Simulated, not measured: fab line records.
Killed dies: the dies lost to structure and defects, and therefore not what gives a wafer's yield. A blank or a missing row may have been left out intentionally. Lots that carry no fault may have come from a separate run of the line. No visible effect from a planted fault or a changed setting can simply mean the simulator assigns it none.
3 desks looking at one fault ; flow nand-harc ; each desk has only its own numbers; what lay behind them comes last

== FOR THE TOOL OWNER'S DESK: rie-diel-10 ==
The tool's own readings at NHARC_A_CHANNEL_HOLE_D1_ETCH_38 (etches the open film in CF4, target depth 39 nm, time 65 s): means of the sampled wafers that have a number, for each lot that ran on this tool. A lot is out of limits, marked OUT, if its mean lies more than 4 standard deviations from the usual mean; the brackets give that distance.
Columns: A = bias-w at NHARC_A_CHANNEL_HOLE_D1_ETCH_38, usual 100.00 W; B = cf4-flow-sccm at NHARC_A_CHANNEL_HOLE_D1_ETCH_38, usual 150.0 sccm; C = drypump-motor-current-A at NHARC_A_CHANNEL_HOLE_D1_ETCH_38, usual 5.5 A; D = oes-product-au at NHARC_A_CHANNEL_HOLE_D1_ETCH_38, usual 0.997 a.u.; E = rf-vpp-V at NHARC_A_CHANNEL_HOLE_D1_ETCH_38, usual 151.2 V; F = showerhead-plenum-p-Torr at NHARC_A_CHANNEL_HOLE_D1_ETCH_38, usual 1.77 Torr; G = throttle-valve-pct at NHARC_A_CHANNEL_HOLE_D1_ETCH_38, usual 13.283 %
lot;first seen here;A;B;C;D;E;F;G
L595;day 8 17:42;100.13;150.1;6.3;1.000;152.9;1.83;13.287
L600;day 9 05:10;99.79;150.0;6.0;0.986;151.0;1.73;13.290
L603;day 9 20:54;99.85;150.1;5.8;0.985;150.6;1.75;13.282
L614;day 12 13:34;99.90;149.8;5.7;0.990;151.6;1.75;13.288
L612;day 12 15:34;100.11;149.7;5.8;0.973;150.3;1.75;13.288
Finding of this desk: none of the 5 lots has anything out of limits.

== THE METROLOGY DESK ==
Lot by lot, what the gauges showed, no matter which tool ran the lot: averages of those sampled wafers that carry a number. A lot is out of limits, marked OUT, if its mean lies more than 4 standard deviations from the usual mean; the brackets give that distance.
Columns: A = thk-nm at NHARC_A_ONON_D1_THK_MEAS_34, usual 200.0 nm; B = overlay-x-nm at NHARC_A_CHANNEL_HOLE_D1_OVL_MEAS_11, usual 0.2 nm; C = overlay-y-nm at NHARC_A_CHANNEL_HOLE_D1_OVL_MEAS_11, usual 0.5 nm
lot;first seen here;A;B;C
L597;day 8 14:31;202.1;-1.2;0.5
L595;day 8 14:39;198.8;0.0;-0.2
L600;day 9 00:52;201.9;0.3;-1.4
L603;day 9 16:57;197.1;-0.6;0.1
L604;day 10 07:58;198.8;1.5;0.2
L606;day 11 12:03;201.0;-0.3;1.1
L609;day 11 12:17;201.7;-0.1;1.4
L613;day 12 10:35;198.2;0.1;1.6
L614;day 12 10:35;200.9;1.4;0.2
L611;day 12 10:47;197.2;0.4;0.3
L612;day 12 10:57;199.3;0.5;1.6
L616;day 13 08:35;200.0;-0.5;-0.6
L615;day 13 08:38;199.3;0.1;0.6
Finding of this desk: none of the 13 lots has anything out of limits.

== THE DEFECT DESK ==
Per lot, the means of the sampled wafers with a number show what the inspections along the route counted. A lot is out of limits, marked OUT, if its mean lies more than 4 standard deviations from the usual mean; the brackets give that distance.
Columns: A = raw-defect-count at NHARC_A_ONON_D1_INSPECT_32, usual 76
lot;first seen here;A
L597;day 8 14:35;110
L595;day 8 14:43;67
L600;day 9 00:57;71
L603;day 9 17:01;89
L604;day 10 08:03;61
L606;day 11 12:08;66
L609;day 11 12:23;49
L613;day 12 10:39;83
L614;day 12 10:40;72
L611;day 12 10:53;51
L612;day 12 11:01;73
L616;day 13 08:40;46
L615;day 13 08:44;58
Finding of this desk: none of the 13 lots has anything out of limits.

== PUT TOGETHER ==
Nothing out of limits was seen by the tool owner's desk.
The metrology desk saw nothing out of limits.
Nothing out of limits was seen by the defect desk.

== WHAT THE SIMULATOR HAD PUT IN ==
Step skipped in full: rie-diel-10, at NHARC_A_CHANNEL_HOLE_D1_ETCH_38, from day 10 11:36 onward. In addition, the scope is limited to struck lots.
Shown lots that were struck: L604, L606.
